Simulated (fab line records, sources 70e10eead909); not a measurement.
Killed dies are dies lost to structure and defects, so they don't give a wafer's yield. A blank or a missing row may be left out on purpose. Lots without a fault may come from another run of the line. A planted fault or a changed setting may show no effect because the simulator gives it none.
A struck lot beside a sound one | flow nand_harc | 40 steps out of a route of 1302
Sound: wafers L972.2, L972.4, L972.5. Struck: wafer L984.3. (L984.1, L984.4 of the same lot were not struck and are left out.) The cause comes at the end.
At each step with rows: each side's tool, then ch and its chambers, then its first start. Under that, the readings that differ: sound wafers | struck wafers | difference of the means | sigmas: that difference in standard deviations of wafers without a fault.
alike: readings whose means differ by less than 2 such deviations, and words and numbers that are the same on both sides. not compared: withheld readings, readings that some wafer has no value for, bounds like >300 that may hide the same value, and numbers for which the record gives no deviation and whose values overlap.
The two part at a step that has a row with sigmas, a row that says differs or no value, or rows on one side only. Numbers that don't overlap but have no deviation are shown without sigmas and don't part them. A reading that every wafer of one side lacks parts them only if that side has two wafers or more.

NHARC_A_CONTACT_INSPECT_10:
  sound on defect_inspect-01, day 24 09:29; struck on defect_inspect-02, day 29 03:13
  alike: raw_defect_count
then, 1 step without rows for these wafers: NHARC_A_CONTACT_DESCUM_13 (chemistry O2, time 3 s).
NHARC_A_CONTACT_ETCH_88: etches the open film in CF4, target depth 39 nm, time 65 s.
  sound on rie_diel-02 ch 0,3, day 24 09:38; struck on rie_diel-13 ch 1, day 29 03:22
  alike: drypump_motor_current_A, oes_product_au, rf_vpp_V, showerhead_plenum_p_Torr, throttle_valve_pct
  not compared: rf_hours_counter_h
then, 5 steps without rows for these wafers: NHARC_A_CONTACT_ETCH_89 (etches the open film in N2/H2, target depth 260 nm, time 475.3 s); NHARC_A_CONTACT_ETCH_30 (etches the open film in CF4/CHF3, target depth 72.6 nm, time 36.3 s); NHARC_A_CONTACT_ETCH_31 (etches the open film in O2/COS, target depth 2800 nm, time 728 s); NHARC_A_CONTACT_ETCH_134 (etches the open film in C4F8/O2/Ar, time 140 s, target depth 700 nm); NHARC_A_CONTACT_ETCH_135 (etches the open film in C4F8/O2/Ar, time 311 s, target depth 1912 nm).
NHARC_A_CONTACT_ETCH_136: etches the open film in C4F8/O2/Ar, time 311 s, target depth 1912 nm.
  sound on har_cap_etch-03 ch 0,1, day 24 11:09; struck on har_cap_etch-01 ch 0, day 29 04:52
  not compared: rf_hours_counter_h
then, 3 steps without rows for these wafers: NHARC_A_CONTACT_ETCH_137 (etches the open film in C4F8/O2/Ar, time 311 s, target depth 1912 nm); NHARC_A_CONTACT_ETCH_138 (etches the open film in C4F8/O2/Ar, time 311 s, target depth 1914 nm); NHARC_A_CONTACT_ETCH_139 (etches the open film in C4F8/O2/Ar, time 195 s, target depth 840 nm).
NHARC_A_CONTACT_ETCH_92: etches the open film in CH3F/O2, target depth 40 nm, time 85.7 s.
  sound on rie_diel-02 ch 0,1,3, day 24 12:32; struck on rie_diel-02 ch 3, day 29 06:15
  reading             | sound             | struck | difference | sigmas
  o2_flow_sccm (sccm) | 30.06 30.01 30.08 | 29.87  | -0.18      | -2
  rf_vpp_V (V)        | 243.7 247.4 243.1 | 241.0  | -3.7       | -2
  alike: ch3f_flow_sccm, drypump_motor_current_A, oes_product_au, showerhead_plenum_p_Torr, throttle_valve_pct
  not compared: rf_hours_counter_h
NHARC_A_CONTACT_ETCH_98: etches the open film in C4F6/O2, target depth 20 nm, time 10 s.
  sound on rie_diel-02 ch 1,2; struck on rie_diel-02 ch 3
  alike: drypump_motor_current_A, o2_flow_sccm, oes_product_au, rf_vpp_V, showerhead_plenum_p_Torr, throttle_valve_pct
  not compared: rf_hours_counter_h
NHARC_A_CONTACT_CD_MEAS_15:
  sound on cd_sem-02, day 24 12:45; struck on cd_sem-03, day 29 06:28
  alike: cd_nm
then, 3 steps without rows for these wafers: NHARC_A_CONTACT_STRIP_107 (strips in N2/H2); NHARC_A_CONTACT_STRIP_108 (strips in CF4/CHF3); NHARC_A_CONTACT_STRIP_109 (strips in O2/COS).
NHARC_A_CONTACT_ETCH_110: etches the open film in CF4/O2, target depth 60 nm, overetch 6 nm, time 33 s.
  sound on rie_diel-02 ch 0,3, day 24 13:03; struck on rie_diel-13 ch 0, day 29 06:50
  reading               | sound             | struck | difference | sigmas
  oes_ar_750_au (a.u.)  | 0.996 1.008 0.997 | 0.991  | -0.009     | -2
  oes_product_au (a.u.) | 0.986 0.980 0.995 | 1.023  | +0.036     | +3
  alike: drypump_motor_current_A, o2_flow_sccm, rf_vpp_V, showerhead_plenum_p_Torr, throttle_valve_pct
  not compared: rf_hours_counter_h
then, 16 steps without rows for these wafers: NHARC_A_CONTACT_STRIP_26 (strips in O2); NHARC_A_CONTACT_STRIP_27 (strips in post etch residue remover, time 600 s); NHARC_A_CONTACT_ALD_18 (deposits TiN, target thk 3 nm, pulse time 1 s, ald cycles 150); NHARC_A_CONTACT_CVD_19 (deposits W, target thk 300 nm, time 802 s); NHARC_A_CONTACT_CMP_20 (polishes, t overpolish 30 s, target thk 300 nm); NHARC_A_CONTACT_SRD_22; NHARC_A_BLC_DEHYDRATE_00 (time 120 s); NHARC_A_BLC_HMDS_01 (time 30 s); NHARC_A_BLC_COAT_02 (time 75 s); NHARC_A_BLC_COAT_03 (time 65 s); NHARC_A_BLC_COAT_04 (resist thk 90 nm); NHARC_A_BLC_SOFTBAKE_05 (time 55 s); NHARC_A_BLC_EBR_06; NHARC_A_BLC_EXPOSE_07 (exposes mask A BLC, target cd 100 nm); NHARC_A_BLC_PEB_08 (peb time 65 s); NHARC_A_BLC_DEVELOP_09 (develop time 35 s).
NHARC_A_BLC_CD_MEAS_10: target cd 100 nm.
  sound on cd_sem-02 ch 0, day 24 15:42; struck on cd_sem-02 ch 0, day 29 09:20
  alike: cd_nm
NHARC_A_BLC_OVL_MEAS_11:
  sound on overlay-01, day 24 15:47; struck on overlay-02, day 29 09:26
  alike: overlay_x_nm, overlay_y_nm
then, 1 step without rows for these wafers: NHARC_A_BLC_DESCUM_15 (chemistry O2, time 3 s).
NHARC_A_BLC_ETCH_16: etches the open film in CF4, target depth 39 nm, time 65 s.
  sound on rie_diel-07 ch 0,1, day 24 15:58; struck on rie_diel-03 ch 2, day 29 09:37
  alike: drypump_motor_current_A, oes_product_au, rf_vpp_V, showerhead_plenum_p_Torr, throttle_valve_pct
  not compared: rf_hours_counter_h
NHARC_END_SORT_01:
  sound on prober-02 ch 0, day 26 11:02; struck on prober-01 ch 0, day 31 08:13
  reading         | sound    | struck | difference | sigmas
  killed_at_array | 55 55 40 | 107    | +57        | +3
  killed_dies     | 59 59 43 | 109    | +55        | +3
  alike: killed_at_other, killed_at_periphery, killed_open, killed_short

WHERE THEY PART
First at NHARC_A_CONTACT_ETCH_92; last, within this record, at NHARC_END_SORT_01.

WHY: what the simulator had put in
Chamber particle source: rie_diel-02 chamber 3, from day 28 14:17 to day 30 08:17, at NHARC_A_CONTACT_ETCH_92. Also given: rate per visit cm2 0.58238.
